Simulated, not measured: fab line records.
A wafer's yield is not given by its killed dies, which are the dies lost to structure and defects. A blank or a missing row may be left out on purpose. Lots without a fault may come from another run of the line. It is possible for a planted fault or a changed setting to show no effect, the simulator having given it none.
Split-lot experiment ; flow n5Finfet ; 21 wafers read across 7 lots, on a route 1938 steps long

## ABOUT THE SPLIT
At N5_BEOL_M14_COAT_04 (resist thk 800 nm), the setting spinRpm was moved away from the recipe's 1704 rpm on 6 of the 21 wafers read, by -10.9% to +8.2%. All remaining wafers had this setting at the recipe value.

## FROM THE SPLIT TO THE READING: what the file shows between them, 3 steps
- N5_BEOL_M14_EBR_06
- N5_BEOL_M14_SOFTBAKE_05: time 60 s
- N5_BEOL_M14_DESCUM_15: chemistry O2, time 7.9 s

## THE READING
coat_of_BEOL_M14_COAT_04.thkNm (the simulator's own value, which no gauge read), in nm, at N5_BEOL_M14_ETCH_59 (etches BARC in N2/H2, target depth 89 nm, overetch 26.7 nm, time 67.9 s). No usual value for it is given in the file. Here, 15 wafers ran the recipe; their average is 716.5 nm with a standard deviation of 3.1 nm.

wafer;tool, chamber at the split;spinRpm as run, rpm;against the recipe;coat_of_BEOL_M14_COAT_04.thkNm, nm;against lot-mates on the recipe
L075.1;lithoTrack-04, 0;1704;recipe;721;-
L075.2;lithoTrack-04, 0;1704;recipe;724.4;-
L075.6;lithoTrack-04, 0;1704;recipe;717.8;-
L077.2;lithoTrack-01, 0;1595;-6.4%;743.2;+27.7
L077.5;lithoTrack-01, 0;1704;recipe;716.8;-
L077.6;lithoTrack-01, 0;1704;recipe;714.2;-
L081.1;lithoTrack-05, 0;1704;recipe;712.8;-
L081.3;lithoTrack-05, 0;1518;-10.9%;766.2;+53.4
L081.6;lithoTrack-05, 0;1518;-10.9%;763.8;+51.0
L083.3;lithoTrack-05, 0;1844;+8.2%;683.2;-31.7
L083.4;lithoTrack-05, 0;1704;recipe;713.8;-
L083.5;lithoTrack-05, 0;1704;recipe;716;-
L084.1;lithoTrack-05, 0;1777;+4.3%;700.2;-16.6
L084.5;lithoTrack-05, 0;1777;+4.3%;700.6;-16.2
L084.6;lithoTrack-05, 0;1704;recipe;716.8;-
L096.1;lithoTrack-05, 0;1704;recipe;714.6;-
L096.4;lithoTrack-05, 0;1704;recipe;718.4;-
L096.6;lithoTrack-05, 0;1704;recipe;715.4;-
L095.1;lithoTrack-01, 0;1704;recipe;712;-
L095.2;lithoTrack-01, 0;1704;recipe;717.6;-
L095.3;lithoTrack-01, 0;1704;recipe;716.4;-

THE FIT
A straight line over all 21 wafers: coat_of_BEOL_M14_COAT_04.thkNm changes by -4.27 nm for each +1% of spinRpm; r = -0.99; the points scatter about the line by 2.9 nm.
The same after taking each lot's own level away (the mean of its wafers on the recipe; 21 wafers): -4.46 nm for each +1%; r = -0.99; scatter 2.4 nm.
Per that fit: largest spinRpm move, reading shift of 49 nm.
The span of the lots' own levels, 712.80 to 721.07 nm, comes to 2.7 times the standard deviation stated above.
The two slopes agree, so the slope changes little with the lot-to-lot level.
Check: for one of the wafers moved furthest among these (-10.9%), held out of the fit, the line's prediction against its lot-mates is +47.5 nm. Against them it came out at +53.4 nm.

## THE WHOLE CHAIN: every reading that the file lists as answering this split, in the file's order
step;what it does;reading;change (the file's fit);r (the file's)
N5_BEOL_M14_COAT_04;resist thk 800 nm;coat_of_BEOL_M14_COAT_04.thkNm (the simulator's own value, which no gauge read);-4.19 nm for each +1% of the setting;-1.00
N5_BEOL_M14_ETCH_59;etches BARC in N2/H2, target depth 89 nm, overetch 26.7 nm, time 67.9 s;coat_of_BEOL_M14_COAT_04.thkNm (the simulator's own value, which no gauge read);-4.38 nm for each +1% of the setting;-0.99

## FILE'S OWN FIT
coat_of_BEOL_M14_COAT_04.thkNm changes by -4.38 nm for each +1% of spinRpm, r = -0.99.
